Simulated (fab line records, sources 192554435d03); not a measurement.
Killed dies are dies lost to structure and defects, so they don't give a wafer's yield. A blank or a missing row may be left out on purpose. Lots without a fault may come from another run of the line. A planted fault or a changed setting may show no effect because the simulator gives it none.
Split-lot experiment | flow n5_finfet | 7 lots, 21 wafers read, on a route of 1938 steps

THE SPLIT
At N5_BEOL_M5_ETCH_68 (etches SOC in N2/H2, target depth 80 nm, overetch 16 nm, time 120 s), the setting time_s was moved away from the recipe's 120 s on 8 of the 21 wafers read, by -7.8% to +17.6%. The other wafers ran this setting at the recipe's value.

The reading is taken at the split's own step.

THE READING
SiARC_of_BEOL_M5_COAT_66.thk_nm (the simulator's own value, which no gauge read), in nm, at N5_BEOL_M5_ETCH_68 (etches SOC in N2/H2, target depth 80 nm, overetch 16 nm, time 120 s). The file gives no usual value for it. The 13 wafers here that ran the recipe average 6.4 nm, standard deviation 0.072 nm.

wafer  | tool, chamber at the split | time_s as run, s | against the recipe | SiARC_of_BEOL_M5_COAT_66.thk_nm, nm | against lot-mates on the recipe
L076.1 | rie_diel-04, 2             | 120              | recipe             | 6.6                                 | -
L076.2 | rie_diel-04, 3             | 110.6            | -7.8%              | 6.8                                 | +0.2
L076.5 | rie_diel-04, 0             | 110.6            | -7.8%              | 6.8                                 | +0.2
L080.1 | rie_diel-02, 0             | 120              | recipe             | 6.4                                 | -
L080.3 | rie_diel-02, 1             | 120              | recipe             | 6.6                                 | -
L080.6 | rie_diel-02, 2             | 120              | recipe             | 6.4                                 | -
L089.3 | rie_diel-01, 3             | 136.1            | +13.4%             | 5.8                                 | -0.6
L089.4 | rie_diel-01, 2             | 136.1            | +13.4%             | 5.6                                 | -0.8
L089.5 | rie_diel-01, 2             | 120              | recipe             | 6.4                                 | -
L094.1 | rie_diel-04, 1             | 120              | recipe             | 6.4                                 | -
L094.2 | rie_diel-04, 2             | 120              | recipe             | 6.4                                 | -
L094.5 | rie_diel-04, 3             | 141.1            | +17.6%             | 5.4                                 | -1.0
L091.2 | rie_diel-02, 0             | 131.6            | +9.7%              | 6                                   | -0.4
L091.4 | rie_diel-02, 1             | 120              | recipe             | 6.4                                 | -
L091.6 | rie_diel-02, 1             | 131.6            | +9.7%              | 6                                   | -0.4
L095.2 | rie_diel-04, 3,1           | 120              | recipe             | 6.4                                 | -
L095.3 | rie_diel-04, 3,1           | 120              | recipe             | 6.4                                 | -
L095.6 | rie_diel-04, 1             | 120              | recipe             | 6.4                                 | -
L096.2 | rie_diel-04, 1             | 120              | recipe             | 6.4                                 | -
L096.4 | rie_diel-04, 0             | 120              | recipe             | 6.4                                 | -
L096.6 | rie_diel-04, 0             | 132.9            | +10.8%             | 5.8                                 | -0.6
Where a row lists several chambers, the file gives one row for several wafers and doesn't say which wafer went through which chamber.

THE FIT
A straight line over all 21 wafers: SiARC_of_BEOL_M5_COAT_66.thk_nm changes by -0.0533 nm for each +1% of time_s; r = -0.98; the points scatter about the line by 0.079 nm.
The same after taking each lot's own level away (the mean of its wafers on the recipe; 21 wafers): -0.0475 nm for each +1%; r = -0.97; scatter 0.085 nm.
On that fit, the largest move of time_s shifts the reading by 0.84 nm.
The lots' own levels span 6.40 to 6.60 nm, that is 2.8 times the standard deviation above.
So the lot-to-lot level changes the slope: the two fits differ.
Check: with one of the wafers moved furthest among these (+17.6%) left out of the fit, the line predicts -0.811 nm for it against its lot-mates. It came out at -1 nm against them.

OTHER SPLITS ON THESE WAFERS
These wafers also went through other splits before the reading. Each is held against what the fit with the lots' levels taken away leaves over:
other split on the same wafers | wafers away from the commonest value | r with SiARC_of_BEOL_M5_COAT_66.thk_nm (lot level and that fit taken away)
N5_BEOL_M5_EXPOSE_25 dose_mj   | 10                                   | -0.41

THE FILE'S OWN FIT
SiARC_of_BEOL_M5_COAT_66.thk_nm changes by -0.0512 nm for each +1% of time_s, r = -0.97.
